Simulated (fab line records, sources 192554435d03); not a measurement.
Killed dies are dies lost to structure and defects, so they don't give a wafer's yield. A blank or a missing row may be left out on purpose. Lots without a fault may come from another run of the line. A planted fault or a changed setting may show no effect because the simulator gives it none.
fab line records | flow n5_finfet
record lots=11 wafers=33 last_day=19
route steps=1938 shown BEOL_M15@1825 PASS1_DEP@1831 MIM_BOT@1833 PASSIVATION@1921
lots that met no fault: from a run of the same line without faults
start_h: hours from the record's first day to the start of the lot's first wafer shown | wait_h: hours since the lot's step before | " the same as in the row above | L1.1+2: a row that stands for several wafers | - no value, or no start given | * or withheld: withheld | < > ~ a bound
route shown NAME@n: a module of which the file shows steps, and the number in the route of the first | usual: mean/standard deviation of fault-free wafers | same: alike in all rows | chamber/n: place in a boat | sites: the reading at each site | _std_site: their standard deviation | _edge_site: outer sites' mean less inner sites' | radius_mm: how far each site lies from the wafer's centre | mask NAME#n: copy n | behind: the tool/chamber that last shaped the wafer | hold: why the lot was held/for how many hours/how that ended | device: the transistor (n, p or np) that didn't switch | end of line: the same wafers' tests at the end of the route | a step without rows: its recipe alone | killed: dies lost to structure and defects at the first sort, not the wafer's yield | map: a wafer's dies, x killed, . not, _ none there
set.NAME: the setting as run; set.NAME@STEP: as run at that earlier step | model.NAME: the simulator's own value behind a step, which no gauge read
steps of the route over a sample of lots; a table a step, a row a wafer
services: from which hour (start_h, from the record's first day; less than 0 if before it) a tool's chamber was out of use, for how many hours, and why
## steps
# step N5_BEOL_M15_THK_MEAS_50
# recipe thk_meas_gauge=xrf reads=Cu_of_BEOL_M15_ECD_47
# usual M15_THK=838/19
# columns lot.wafer tool chamber start_h wait_h M15_THK[nm]
L129.2 film_metro-01 - 297.65 - 825
L129.4 " - " " 842
L129.5 " - " " 816
L128.2 film_metro-02 - 303.83 - 833
L128.5 " - " " 840
L128.6 " - " " 821
L131.2 film_metro-02 - 310.25 - 859
L131.3 " - " " 851
L131.6 " - " " 837
L130.2 film_metro-01 - 318.40 - 853
L130.4 " - " " 868
L130.6 " - " " 845
L134.1 film_metro-02 - 319.67 - 860
L134.3 " - " " 857
L134.6 " - " " 865
L133.1 film_metro-01 - 323.74 - 848
L133.4 " - " " 862
L133.5 " - " " 861
L136.3 film_metro-01 - 357.60 - 847
L136.5 " - " " 836
L136.6 " - " " 817
L137.2 film_metro-01 - 361.97 - 832
L137.3 " - " " 845
L137.4 " - " " 822
L138.1 film_metro-01 - 370.61 - 801
L138.4 " - " " 824
L138.5 " - " " 831
L149.1 film_metro-02 - 429.23 - 833
L149.4 " - " " 830
L149.5 " - " " 884
L151.3 film_metro-02 - 435.87 - 852
L151.4 " - " " 849
L151.5 " - " " 848
# step N5_PASSIVATION_PECVD_00
# recipe material=SiO2 target_thk_a=2000 temp_c=400 precursor=SiH4/N2O pressure_torr=2.7 rf_w=608 time_s=11.2
# usual heater_power_w=647/83 showerhead_plenum_p_Torr=8.16/0.083 throttle_valve_pct=52.3/2.1
# columns lot.wafer tool chamber start_h wait_h heater_power_w showerhead_plenum_p_Torr throttle_valve_pct
L129.2 pecvd-03 1 298.79 0.7 624 8.19 52.1
L129.4 " 2 " " 582 8.12 50.2
L129.5 " 0 " " 637 8.17 52.5
L128.2 pecvd-03 2 305.01 0.7 544 8.13 50.0
L128.5 " 1 " " 698 8.19 51.9
L128.6 " 0 " " 557 8.16 52.6
L131.2 pecvd-03 1 311.40 0.7 618 8.17 52.0
L131.3 " 1 " " 642 8.18 51.9
L131.6 " 1 " " 656 8.17 52.2
L130.2 pecvd-02 2 319.55 0.7 544 8.10 50.9
L130.4 " 0 " " 726 7.99 54.0
L130.6 " 1 " " 552 8.17 55.7
L134.1 pecvd-02 1 321.01 0.8 639 8.19 55.7
L134.3 " 2 " " 634 8.10 51.1
L134.6 " 1 " " 657 8.16 55.7
L133.1 pecvd-02 1 324.89 0.8 646 8.19 55.5
L133.4 " 1 " " 651 8.18 55.8
L133.5 " 2 " " 550 8.10 51.1
L136.3 pecvd-01 1 358.74 0.5 626 8.21 52.2
L136.5 " 0 " " 879 8.30 54.7
L136.6 " 1 " " 640 8.21 52.5
L137.2 pecvd-03 2 363.12 0.7 626 8.12 50.5
L137.3 " 0 " " 585 8.16 53.0
L137.4 " 2 " " 628 8.12 50.1
L138.1 pecvd-03 1 371.75 0.8 730 8.18 52.3
L138.4 " 1 " " 741 8.19 51.8
L138.5 " 2 " " 596 8.10 50.3
L149.1 pecvd-01 2 430.37 0.8 686 8.30 48.2
L149.4 " 0 " " 859 8.27 54.7
L149.5 " 1 " " 678 8.21 52.7
L151.3 pecvd-02 1 437.01 0.5 633 8.17 55.6
L151.4 " 0 " " 729 7.99 53.8
L151.5 " 1 " " 634 8.19 55.9
# step N5_MIM_BOT_SPUTTER_00
# recipe material=TiN target_thk_a=350 temp_c=200 power_w=3000 chamber_pressure_pa=0.49996 gas=Ar reactive_partial_pa=0.37997 time_s=89.7
# usual throttle_valve_pct=30.1/0.98
# columns lot.wafer tool chamber start_h wait_h throttle_valve_pct
L129.2 pvd_sputter-02 - 300.03 0.0 29.9
L129.4 " - " " 31.7
L129.5 " - " " 29.7
L128.2 pvd_sputter-02 - 305.74 0.0 31.9
L128.5 " - " " 30.2
L128.6 " - " " 29.9
L131.2 pvd_sputter-03 - 311.84 0.0 31.5
L131.3 " - " " 30.1
L131.6 " - " " 30.2
L130.2 pvd_sputter-03 - 321.05 0.0 31.2
L130.4 " - " " 31.9
L130.6 " - " " 30.1
L134.1 pvd_sputter-03 - 321.95 0.0 31.5
L134.3 " - " " 31.5
L134.6 " - " " 31.3
L133.1 pvd_sputter-01 - 325.45 0.0 30.4
L133.4 " - " " 30.1
L133.5 " - " " 30.0
L136.3 pvd_sputter-03 - 360.22 0.0 30.2
L136.5 " - " " 31.4
L136.6 " - " " 31.7
L137.2 pvd_sputter-02 - 363.88 0.0 29.9
L137.3 " - " " 30.0
L137.4 " - " " 31.9
L138.1 pvd_sputter-02 - 373.58 0.0 30.1
L138.4 " - " " 31.6
L138.5 " - " " 29.6
L149.1 pvd_sputter-01 - 430.93 0.0 30.1
L149.4 " - " " 28.0
L149.5 " - " " 30.1
L151.3 pvd_sputter-03 - 437.47 0.0 31.3
L151.4 " - " " 29.7
L151.5 " - " " 30.1
# step N5_PASSIVATION_EXPOSE_41
# recipe mask_id=PASS_OPEN na=0.55 defocus_nm=0 source_shape=conventional sigma_outer=0.8 polarization=unpolarized target_cd_nm=40000 dose_mj=57.25
# usual focus_offset_nm=-0.1/0.57
# columns lot.wafer tool chamber start_h wait_h mask focus_offset_nm
L129.2 krf_scanner-01 0 308.23 - PASS_OPEN#0 -1.5
L129.4 " 0 " " PASS_OPEN#0 -0.2
L129.5 " 0 " " PASS_OPEN#0 -0.7
L128.2 krf_scanner-02 0 313.55 - PASS_OPEN#0 -0.7
L128.5 " 0 " " PASS_OPEN#0 -1.0
L128.6 " 0 " " PASS_OPEN#0 -0.5
L131.2 krf_scanner-02 0 320.03 - PASS_OPEN#0 0.5
L131.3 " 0 " " PASS_OPEN#0 -0.8
L131.6 " 0 " " PASS_OPEN#0 -0.3
L134.1 krf_scanner-01 0 334.11 - PASS_OPEN#0 0.1
L134.3 " 0 " " PASS_OPEN#0 0.1
L134.6 " 0 " " PASS_OPEN#0 0.0
L130.2 krf_scanner-01 0 334.49 - PASS_OPEN#0 0.3
L130.4 " 0 " " PASS_OPEN#0 0.7
L130.6 " 0 " " PASS_OPEN#0 0.1
L133.1 krf_scanner-02 0 350.08 - PASS_OPEN#0 -0.2
L133.4 " 0 " " PASS_OPEN#0 -0.8
L133.5 " 0 " " PASS_OPEN#0 -0.4
L136.3 krf_scanner-02 0 368.08 - PASS_OPEN#0 0.4
L136.5 " 0 " " PASS_OPEN#0 -0.2
L136.6 " 0 " " PASS_OPEN#0 -0.3
L137.2 krf_scanner-01 0 372.39 - PASS_OPEN#0 0.4
L137.3 " 0 " " PASS_OPEN#0 -0.7
L137.4 " 0 " " PASS_OPEN#0 -0.3
L138.1 krf_scanner-02 0 386.28 - PASS_OPEN#0 -0.4
L138.4 " 0 " " PASS_OPEN#0 0.6
L138.5 " 0 " " PASS_OPEN#0 -0.2
L149.1 krf_scanner-01 0 440.36 - PASS_OPEN#0 -0.2
L149.4 " 0 " " PASS_OPEN#0 -0.7
L149.5 " 0 " " PASS_OPEN#0 -1.0
L151.3 krf_scanner-01 0 445.38 - PASS_OPEN#0 -0.7
L151.4 " 0 " " PASS_OPEN#0 -0.3
L151.5 " 0 " " PASS_OPEN#0 0.0
# step N5_PASSIVATION_CD_MEAS_44
# recipe target_cd_nm=40000 landing_energy_ev=500 detector=se_inlens
# usual cd_nm=40001/3.6
# columns lot.wafer tool chamber start_h wait_h cd_nm
L129.2 cd_sem-01 0 308.41 - 40004
L129.4 " 0 " " 40002
L129.5 " 0 " " 39996
L128.2 cd_sem-01 0 313.72 - 40005
L128.5 " 0 " " 40002
L128.6 " 0 " " 40007
L131.2 cd_sem-01 0 320.21 - 40004
L131.3 " 0 " " 40006
L131.6 " 0 " " 40004
L134.1 cd_sem-02 0 334.29 - 39997
L134.3 " 0 " " 40001
L134.6 " 0 " " 39995
L130.2 cd_sem-03 0 334.66 - 39998
L130.4 " 0 " " 39996
L130.6 " 0 " " 39998
L133.1 cd_sem-02 0 350.26 - 40008
L133.4 " 0 " " 40007
L133.5 " 0 " " 40006
L136.3 cd_sem-01 0 368.25 - 40009
L136.5 " 0 " " 40001
L136.6 " 0 " " 39998
L137.2 cd_sem-02 0 372.56 - 39994
L137.3 " 0 " " 39998
L137.4 " 0 " " 40002
L138.1 cd_sem-02 0 386.46 - 40048
L138.4 " 0 " " 39999
L138.5 " 0 " " 40002
L149.1 cd_sem-01 0 440.54 - 40001
L149.4 " 0 " " 39997
L149.5 " 0 " " 40003
L151.3 cd_sem-02 0 445.55 - 40000
L151.4 " 0 " " 39997
L151.5 " 0 " " 40000
## services
# columns tool chamber start_h hours kind
krf_scanner-01 - 289.58 0.5 repair
pecvd-02 1 291.84 19.8 repair
pecvd-03 0 308.66 4.7 repair
krf_scanner-01 - 310.87 1.0 pm
krf_scanner-01 - 324.41 0.8 repair
pecvd-03 - 337.93 0.8 pm
krf_scanner-01 - 339.06 0.6 repair
krf_scanner-02 - 343.08 1.0 pm
pecvd-01 - 353.31 0.8 repair
krf_scanner-02 - 360.15 0.8 pm
krf_scanner-01 0 369.65 - calibration
pvd_sputter-02 - 375.57 6.0 repair
pvd_sputter-03 - 378.12 2.5 repair
krf_scanner-01 - 386.99 1.3 pm
pecvd-03 - 387.26 2.8 pm
pecvd-02 0 388.25 6.3 repair
pecvd-03 - 391.91 1.8 repair
krf_scanner-01 - 403.59 0.5 repair
pecvd-02 - 404.61 0.9 repair
krf_scanner-02 - 407.00 2.9 repair
pecvd-01 - 409.82 2.8 pm
pvd_sputter-01 - 414.55 1.5 repair
pecvd-02 - 416.50 0.8 repair
krf_scanner-02 - 427.68 1.3 pm
## key
first_sign step=N5_PASSIVATION_CD_MEAS_44 reading=cd_nm direction=up sigmas=12 usual=40001 struck=40048
effect none on later readings
met_at N5_PASSIVATION_EXPOSE_41
struck_lots L138
struck_wafers L138.1
not_acting_at N5_BEOL_M15_THK_MEAS_50,N5_PASSIVATION_PECVD_00,N5_MIM_BOT_SPUTTER_00
onset_between 368.08 386.28
fault kind=process_parameter_drift tool=krf_scanner-02 chamber=- onset_h=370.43 steps=N5_PASSIVATION_EXPOSE_41 channel=focus_nm offset=311.18 shape=step end_h=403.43 scope=struck_wafers_only
